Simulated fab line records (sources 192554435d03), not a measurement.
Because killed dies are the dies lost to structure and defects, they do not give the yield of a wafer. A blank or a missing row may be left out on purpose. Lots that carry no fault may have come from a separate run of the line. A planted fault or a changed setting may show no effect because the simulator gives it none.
fab line records	flow n5_finfet	part 1 of 2: steps 1 to 4 of 6
[record] lots = 24	wafers = 72	last_day = 17
route steps=1938 shown SDB@373 DUMMY_REMOVAL@381 HKMG_FIN@402
lots that met no fault: taken from a fault-free run of the same line
start_h: the number of hours between the record's first day and the start of the first shown wafer of the lot	wait_h: hours from the lot's prior step to this one	" as in the row above	L1.1+2: a row that stands for several wafers	- value missing, or start not given	* or withheld: withheld	< > ~ a bound
route shown NAME@n: a module of which the file shows steps, and the number in the route of the first	usual: mean/standard deviation taken from wafers without a fault	same: alike in all rows	chamber/n: place in a boat	sites: each site's reading	_std_site: standard deviation across them	_edge_site: outer sites' mean less inner sites'	radius_mm: how far each site lies from the wafer's centre	mask NAME#n: copy n	behind: the tool/chamber that last shaped the wafer	hold: cause of the lot's hold/its duration in hours/its outcome	device: transistor that didn't switch, given as n, p or np	end of line: tests run on the same wafers once the route is complete	a step with no rows: only its recipe	killed: the dies lost at the first sort to structure and to defects; this is not the yield of the wafer	map: dies across one wafer; x = killed, . = not, _ = none there
set.NAME: the setting the step ran with; set.NAME@STEP: the setting that earlier step ran with	model.NAME: the simulator's own value behind a step, which no gauge read
a sample of lots followed through the steps of the route, with each step as a table and each wafer as a row
services: when a tool's chamber went out of use (start_h, in hours from the record's first day, below 0 if earlier), for how many hours, and the reason
[[steps]]
[step N5_SDB_ALD_29]
[recipe] material = SiNx	target_thk_a = 300	temp_c = 400	ald_precursor_family = SiH2I2	ald_co_reactant = N2/H2-plasma	pulse_time_s = 1	ald_cycles = 600	purge_time_s = 2	co_reactant_purge_time_s = 2	pressure_torr = 2
[usual] heater_power_w = 844/130	precursor_pulse_height_rel = 0.995/0.023
lot.wafer	tool	chamber	start_h	wait_h	heater_power_w	precursor_pulse_height_rel
L074.2	ald_sin-01	3	69.49	0.1	880	1.019
L074.3	"	2	"	"	842	0.960
L074.5	"	2	70.84	1.5	806	0.979
L075.1	ald_sin-02	2	72.37	0.0	781	0.992
L075.3	"	1	"	"	1109	0.989
L075.5	"	2	73.72	1.4	788	0.988
L076.1	ald_sin-04	2	77.64	0.0	843	1.006
L076.3	"	3	"	"	707	0.974
L076.5	"	1	78.99	1.4	721	1.029
L077.1	ald_sin-04	0	84.82	0.0	702	1.007
L077.3	"	1	"	"	720	1.013
L077.6	"	3	86.17	1.4	714	1.005
L078.1	ald_sin-04	0	93.86	0.0	706	1.018
L078.3	"	1	"	"	745	1.017
L078.6	"	2	95.21	1.4	837	1.012
L079.1	ald_sin-01	2	99.70	0.0	784	1.012
L079.3	"	0	"	"	773	0.986
L079.6	"	3	101.05	1.4	843	0.981
L080.1	ald_sin-04	3	106.72	0.0	717	0.979
L080.3	"	0	"	"	721	1.007
L080.5	"	0	108.07	1.4	718	1.001
L081.2	ald_sin-02	0	109.78	0.0	939	0.997
L081.3	"	1	"	"	1125	1.009
L081.5	"	3	111.13	1.4	844	1.034
L082.1	ald_sin-02	1	117.79	0.0	1138	0.978
L082.2	"	2	"	"	785	0.986
L082.3	"	1	119.14	1.4	1110	0.951
L083.2	ald_sin-01	0	123.80	0.0	783	0.999
L083.4	"	2	"	"	790	1.009
L083.5	"	3	125.16	1.4	837	1.017
L084.2	ald_sin-02	0	126.17	0.6	947	1.004
L084.3	"	1	"	"	1123	1.014
L084.5	"	0	127.52	2.0	953	0.981
L085.3	ald_sin-02	1	133.90	0.0	1134	1.022
L085.4	"	2	135.25	1.4	776	0.978
L085.6	"	0	"	"	950	1.014
L086.1	ald_sin-02	2	137.94	0.0	775	0.997
L086.3	"	0	"	"	957	0.972
L086.4	"	2	139.29	1.4	785	1.014
L087.1	ald_sin-01	1	144.04	0.1	808	1.008
L087.3	"	0	"	"	765	0.966
L087.6	"	2	145.39	1.5	801	0.993
L088.1	ald_sin-01	2	150.07	0.0	798	0.993
L088.3	"	1	"	"	805	1.022
L088.5	"	2	151.42	1.4	782	0.942
L089.4	ald_sin-04	3	156.46	0.0	714	0.972
L089.5	"	0	157.81	1.4	707	0.997
L089.6	"	3	"	"	717	0.961
L090.1	ald_sin-01	0	161.80	0.0	785	0.986
L090.2	"	2	"	"	769	0.973
L090.5	"	1	163.15	1.4	797	1.016
L091.2	ald_sin-01	2	169.46	0.0	811	0.982
L091.3	"	3	"	"	835	1.044
L091.4	"	1	"	"	787	0.994
L092.2	ald_sin-02	2	175.13	0.0	782	0.993
L092.5	"	1	176.49	1.4	1123	0.999
L092.6	"	0	"	"	927	0.967
L093.2	ald_sin-01	1	183.86	0.2	793	1.003
L093.4	"	0	"	"	770	1.012
L093.5	"	2	185.22	1.5	833	1.007
L094.1	ald_sin-04	3	187.97	0.7	700	1.018
L094.4	"	1	"	"	756	1.001
L094.6	"	1	189.32	2.0	740	0.949
L095.1	ald_sin-02	0	191.49	0.0	946	1.016
L095.3	"	3	"	"	851	1.010
L095.4	"	2	"	"	779	1.009
L096.1	ald_sin-02	1	205.45	0.0	1090	0.984
L096.3	"	2	"	"	771	1.021
L096.4	"	0	"	"	942	1.030
L097.2	ald_sin-04	3	211.78	0.0	733	0.980
L097.5	"	0	213.13	1.4	702	0.953
L097.6	"	3	"	"	724	0.962
[step N5_DUMMY_REMOVAL_INSPECT_06]
[recipe] inspect_instrument = brightfield	mode = aei
[usual] raw_defect_count = 12/6.2
lot.wafer	tool	chamber	start_h	wait_h	raw_defect_count
L074.2	defect_inspect-02	-	72.77	0.0	6
L074.3	"	-	"	"	6
L074.5	"	-	"	"	7
L075.1	defect_inspect-02	-	75.67	0.0	6
L075.3	"	-	"	"	19
L075.5	"	-	"	"	13
L076.1	defect_inspect-02	-	80.92	0.0	9
L076.3	"	-	"	"	10
L076.5	"	-	"	"	12
L077.1	defect_inspect-01	-	88.11	0.0	3
L077.3	"	-	"	"	9
L077.6	"	-	"	"	7
L078.1	defect_inspect-01	-	97.15	0.0	9
L078.3	"	-	"	"	10
L078.6	"	-	"	"	20
L079.1	defect_inspect-01	-	102.98	0.0	15
L079.3	"	-	"	"	19
L079.6	"	-	"	"	13
L080.1	defect_inspect-02	-	110.01	0.0	8
L080.3	"	-	"	"	7
L080.5	"	-	"	"	3
L081.2	defect_inspect-01	-	113.07	0.0	7
L081.3	"	-	"	"	9
L081.5	"	-	"	"	6
L082.1	defect_inspect-01	-	122.43	0.0	10
L082.2	"	-	"	"	21
L082.3	"	-	"	"	15
L083.2	defect_inspect-02	-	127.09	0.0	19
L083.4	"	-	"	"	9
L083.5	"	-	"	"	11
L084.2	defect_inspect-02	-	129.46	0.0	8
L084.3	"	-	"	"	8
L084.5	"	-	"	"	4
L085.3	defect_inspect-01	-	137.23	0.0	9
L085.4	"	-	"	"	5
L085.6	"	-	"	"	20
L086.1	defect_inspect-02	-	141.35	0.0	7
L086.3	"	-	"	"	7
L086.4	"	-	"	"	7
L087.1	defect_inspect-01	-	147.36	0.0	17
L087.3	"	-	"	"	14
L087.6	"	-	"	"	31
L088.1	defect_inspect-01	-	153.47	0.0	13
L088.3	"	-	"	"	9
L088.5	"	-	"	"	23
L089.4	defect_inspect-02	-	159.79	0.0	8
L089.5	"	-	"	"	5
L089.6	"	-	"	"	8
L090.1	defect_inspect-02	-	165.08	0.0	9
L090.2	"	-	"	"	10
L090.5	"	-	"	"	13
L091.2	defect_inspect-02	-	172.75	0.0	20
L091.3	"	-	"	"	32
L091.4	"	-	"	"	13
L092.2	defect_inspect-01	-	178.60	0.0	19
L092.5	"	-	"	"	16
L092.6	"	-	"	"	7
L093.2	defect_inspect-02	-	187.15	0.0	10
L093.4	"	-	"	"	7
L093.5	"	-	"	"	7
L094.1	defect_inspect-02	-	191.26	0.0	18
L094.4	"	-	"	"	43
L094.6	"	-	"	"	15
L095.1	defect_inspect-02	-	194.78	0.0	8
L095.3	"	-	"	"	13
L095.4	"	-	"	"	6
L096.1	defect_inspect-01	-	208.76	0.0	14
L096.3	"	-	"	"	17
L096.4	"	-	"	"	9
L097.2	defect_inspect-02	-	215.06	0.0	6
L097.5	"	-	"	"	2
L097.6	"	-	"	"	10
[step N5_HKMG_FIN_ETCH_54]
[recipe] chemistry = CF4	target = SiARC	target_depth_a = 455	mask_material = CAR-ArF	time_s = 75.8	ion_energy_ev = 80	pressure_mtorr = 40	source_w = 545	bias_w = 36	Ar_flow_sccm = 100	cf4_flow_sccm = 100	ends = cleared
[usual] drypump_motor_current_A = 5.7/0.58	etch_rf_on_time_s = 75.9/1.6	oes_product_au = 0.64/0.053	rf_vpp_V = 184.3/1	showerhead_plenum_p_Torr = 2.16/0.072	throttle_valve_pct = 15.75/0.25
lot.wafer	tool	chamber	start_h	wait_h	drypump_motor_current_A	etch_rf_on_time_s	oes_product_au	rf_hours_counter_h	rf_vpp_V	showerhead_plenum_p_Torr	throttle_valve_pct
L074.2	rie_diel-04	0	74.64	0.0	6.7	75.5	0.66	148	184.6	2.23	15.64
L074.3	"	1	"	"	5.9	71.0	0.64	197	185.6	2.21	16.15
L074.5	"	2	"	"	5.7	77.5	0.58	-	185.4	2.10	15.80
L075.1	rie_diel-06	3	77.43	0.0	5.9	76.1	0.72	58	185.5	2.17	15.50
L075.3	"	0	"	"	6.2	76.0	0.61	209	184.5	2.12	16.00
L075.5	"	0	"	"	6.2	76.4	0.60	-	185.0	2.12	16.00
L076.1	rie_diel-04	1	82.50	0.0	5.9	72.4	0.63	200	184.5	2.21	16.15
L076.3	"	0	"	"	6.7	75.6	0.66	151	182.4	2.23	15.65
L076.5	"	2	"	"	5.7	77.5	0.57	-	184.5	2.10	15.80
L077.1	rie_diel-06	1	89.96	0.0	4.8	76.3	0.62	179	184.8	2.12	15.75
L077.3	"	2	"	"	5.1	77.2	0.71	56	184.9	2.29	15.42
L077.6	"	0	"	"	6.2	75.6	0.61	-	185.0	2.12	16.00
L078.1	rie_diel-06	0	99.24	0.0	6.2	74.7	0.60	215	182.9	2.12	15.98
L078.3	"	1	"	"	4.8	75.3	0.62	181	184.3	2.12	15.73
L078.6	"	3	"	"	5.9	74.9	0.72	-	185.0	2.17	15.51
L079.1	rie_diel-06	1	104.59	0.0	4.8	75.0	0.62	183	184.5	2.12	15.73
L079.3	"	0	"	"	6.2	74.5	0.61	217	183.5	2.11	16.01
L079.6	"	0	"	"	6.2	75.0	0.61	-	184.6	2.11	16.02
L080.1	rie_diel-06	3	111.36	0.0	5.9	76.3	0.70	69	185.4	2.16	15.53
L080.3	"	1	"	"	4.8	76.2	0.62	186	183.9	2.12	15.75
L080.5	"	3	"	"	5.9	77.3	0.70	-	185.4	2.17	15.52
L081.2	rie_diel-05	3	114.38	0.0	6.3	76.2	0.60	243	184.5	2.18	15.77
L081.3	"	1	"	"	5.3	73.7	0.60	228	182.9	2.02	15.97
L081.5	"	2	"	"	5.3	75.1	0.78	-	184.7	2.17	15.09
L082.1	rie_diel-04	0	123.92	0.0	6.6	76.1	0.64	164	184.3	2.23	15.66
L082.2	"	1	"	"	5.9	71.8	0.62	214	185.3	2.21	16.18
L082.3	"	2	"	"	5.7	77.1	0.57	236	183.3	2.09	15.84
L083.2	rie_diel-06	1	128.41	0.0	4.8	77.2	0.61	191	183.0	2.12	15.76
L083.4	"	2	"	"	5.1	78.1	0.69	68	185.2	2.29	15.46
L083.5	"	2	"	"	5.1	77.2	0.69	-	184.6	2.29	15.45
L084.2	rie_diel-05	0	130.78	0.0	4.8	73.5	0.60	222	183.5	2.04	15.84
L084.3	"	1	"	"	5.3	74.8	0.58	234	183.2	2.02	15.98
L084.5	"	1	"	"	5.3	74.7	0.59	-	183.6	2.02	15.99
L085.3	rie_diel-06	0	138.80	0.0	6.2	75.2	0.60	230	183.2	2.11	16.05
L085.4	"	3	"	"	5.9	76.9	0.69	-	183.6	2.16	15.54
L085.6	"	0	"	"	6.2	75.7	0.60	-	184.5	2.11	16.04
L086.1	rie_diel-04	3	142.65	0.0	6.2	76.0	0.67	109	183.9	2.08	15.86
L086.3	"	2	"	"	5.7	76.6	0.57	244	184.0	2.09	15.85
L086.4	"	2	"	"	5.7	76.6	0.57	-	183.0	2.09	15.83
L087.1	rie_diel-04	2	148.92	0.0	5.7	77.5	0.56	247	184.5	2.09	15.87
L087.3	"	3	"	"	6.2	77.2	0.66	112	183.2	2.08	15.86
L087.6	"	3	"	"	6.2	77.2	0.65	-	182.6	2.08	15.87
L088.1	rie_diel-06	2	154.94	0.0	5.1	76.0	0.69	80	184.7	2.29	15.48
L088.3	"	0	"	"	6.2	74.6	0.60	235	183.7	2.11	16.05
L088.5	"	3	"	"	5.9	76.6	0.68	-	184.2	2.16	15.57
L089.4	rie_diel-06	2	162.42	0.0	5.1	75.8	0.68	83	185.9	2.28	15.48
L089.5	"	0	"	"	6.2	75.1	0.59	-	184.3	2.11	16.06
L089.6	"	3	"	"	5.9	77.7	0.68	-	183.3	2.16	15.56
L090.1	rie_diel-06	3	166.58	0.0	5.9	78.1	0.67	91	183.4	2.16	15.57
L090.2	"	1	"	"	4.8	77.0	0.61	203	183.0	2.12	15.79
L090.5	"	1	"	"	4.8	77.5	0.60	-	183.3	2.12	15.79
L091.2	rie_diel-06	2	174.50	0.0	5.1	76.6	0.67	88	185.1	2.28	15.48
L091.3	"	1	"	"	4.8	75.8	0.61	206	183.8	2.11	15.79
L091.4	"	3	"	"	5.9	76.8	0.68	94	183.6	2.16	15.57
L092.2	rie_diel-04	0	179.99	0.0	6.7	75.6	0.62	185	185.3	2.22	15.71
L092.5	"	1	"	"	5.9	72.1	0.61	-	184.6	2.20	16.24
L092.6	"	0	"	"	6.7	76.2	0.63	-	184.3	2.22	15.70
L093.2	rie_diel-06	0	188.60	0.0	6.2	76.9	0.58	247	183.8	2.11	16.07
L093.4	"	1	"	"	4.8	78.0	0.60	209	184.6	2.11	15.80
L093.5	"	2	"	"	5.1	78.2	0.66	-	185.9	2.28	15.51
L094.1	rie_diel-06	3	192.58	0.0	5.9	76.7	0.68	100	184.7	2.15	15.59
L094.4	"	1	"	"	4.8	77.0	0.60	211	184.4	2.11	15.80
L094.6	"	1	"	"	4.8	77.1	0.60	-	183.6	2.11	15.81
L095.1	rie_diel-06	3	196.51	0.0	5.9	76.0	0.68	103	184.7	2.15	15.59
L095.3	"	1	"	"	4.8	76.5	0.60	213	184.5	2.11	15.80
L095.4	"	0	"	"	6.2	75.1	0.59	250	183.7	2.10	16.06
L096.1	rie_diel-04	2	210.06	0.0	5.7	77.1	0.80	9	183.8	2.09	15.40
L096.3	"	1	"	"	5.9	72.6	0.60	248	183.1	2.20	16.26
L096.4	"	3	"	"	6.2	77.6	0.64	134	182.4	2.07	15.91
L097.2	rie_diel-04	2	216.49	0.0	5.7	75.7	0.80	12	184.1	2.09	15.40
L097.5	"	0	"	"	6.7	75.0	0.63	-	186.5	2.22	15.73
L097.6	"	3	"	"	6.2	76.8	0.64	-	183.9	2.07	15.92
[step N5_HKMG_FIN_ALD_36]
[recipe] material = TiN	target_thk_a = 10	temp_c = 400	ald_precursor_family = TiCl4	ald_co_reactant = NH3	pulse_time_s = 1	purge_time_s = 3	co_reactant_purge_time_s = 2	co_reactant_pulse_time_s = 2	ald_cycles = 47	pressure_torr = 3
[usual] heater_power_w = 822/94	precursor_pulse_height_rel = 1.000/0.021
lot.wafer	tool	chamber	start_h	wait_h	heater_power_w	precursor_pulse_height_rel
L074.2	ald_metal-01	2	76.83	0.0	779	0.973
L074.3	"	1	"	"	778	0.995
L074.5	"	3	"	"	792	1.022
L075.1	ald_metal-01	2	79.64	0.0	755	1.006
L075.3	"	1	"	"	751	0.982
L075.5	"	1	"	"	775	0.966
L076.1	ald_metal-03	2	84.63	0.0	655	0.997
L076.3	"	0	"	"	855	1.002
L076.5	"	3	"	"	928	0.983
L077.1	ald_metal-02	3	92.05	0.0	924	0.954
L077.3	"	2	"	"	858	1.000
L077.6	"	3	"	"	930	1.031
L078.1	ald_metal-01	0	101.46	0.0	828	0.996
L078.3	"	2	"	"	784	0.994
L078.6	"	0	"	"	815	0.987
L079.1	ald_metal-01	3	106.88	0.0	794	0.991
L079.3	"	2	"	"	783	0.985
L079.6	"	2	"	"	767	0.980
L080.1	ald_metal-02	3	113.63	0.0	941	1.017
L080.3	"	1	"	"	730	0.970
L080.5	"	1	"	"	733	0.995
L081.2	ald_metal-01	1	116.47	0.0	773	1.001
L081.3	"	0	"	"	818	0.988
L081.5	"	2	"	"	784	1.004
L082.1	ald_metal-03	0	126.01	0.0	866	1.013
L082.2	"	3	"	"	951	1.011
L082.3	"	2	"	"	672	0.979
L083.2	ald_metal-03	3	130.63	0.0	941	0.968
L083.4	"	2	"	"	656	0.990
L083.5	"	3	"	"	947	1.009
L084.2	ald_metal-02	2	132.98	0.0	872	0.985
L084.3	"	1	"	"	710	1.028
L084.5	"	3	"	"	911	1.015
L085.3	ald_metal-02	3	140.94	0.0	923	1.046
L085.4	"	2	"	"	874	1.019
L085.6	"	0	"	"	755	0.998
L086.1	ald_metal-01	2	144.99	0.0	766	1.028
L086.3	"	0	"	"	814	1.013
L086.4	"	3	"	"	779	0.991
L087.1	ald_metal-02	1	151.06	0.0	719	1.027
L087.3	"	0	"	"	752	0.981
L087.6	"	2	"	"	870	1.006
L088.1	ald_metal-02	1	157.03	0.0	742	0.978
L088.3	"	0	"	"	740	1.038
L088.5	"	0	"	"	756	1.022
L089.4	ald_metal-03	0	164.52	0.0	845	0.986
L089.5	"	1	"	"	1050	0.949
L089.6	"	2	"	"	669	1.003
L090.1	ald_metal-01	3	168.70	0.0	812	0.990
L090.2	"	1	"	"	796	1.016
L090.5	"	3	"	"	788	1.011
L091.2	ald_metal-03	0	176.60	0.0	861	0.981
L091.3	"	2	"	"	657	1.029
L091.4	"	3	"	"	913	1.030
L092.2	ald_metal-03	3	182.08	0.0	919	0.971
L092.5	"	2	"	"	673	1.016
L092.6	"	3	"	"	936	0.982
L093.2	ald_metal-03	2	190.69	0.0	654	0.969
L093.4	"	1	"	"	1034	1.030
L093.5	"	3	"	"	934	0.977
L094.1	ald_metal-02	2	194.67	0.0	860	1.022
L094.4	"	0	"	"	735	1.002
L094.6	"	3	"	"	913	0.986
L095.1	ald_metal-01	1	198.60	0.0	785	1.032
L095.3	"	0	"	"	827	1.020
L095.4	"	3	"	"	801	0.993
L096.1	ald_metal-01	3	212.19	0.0	765	0.995
L096.3	"	0	"	"	830	0.997
L096.4	"	2	"	"	772	0.952
L097.2	ald_metal-02	0	218.58	0.0	727	1.011
L097.5	"	2	"	"	839	1.018
L097.6	"	1	"	"	729	0.977
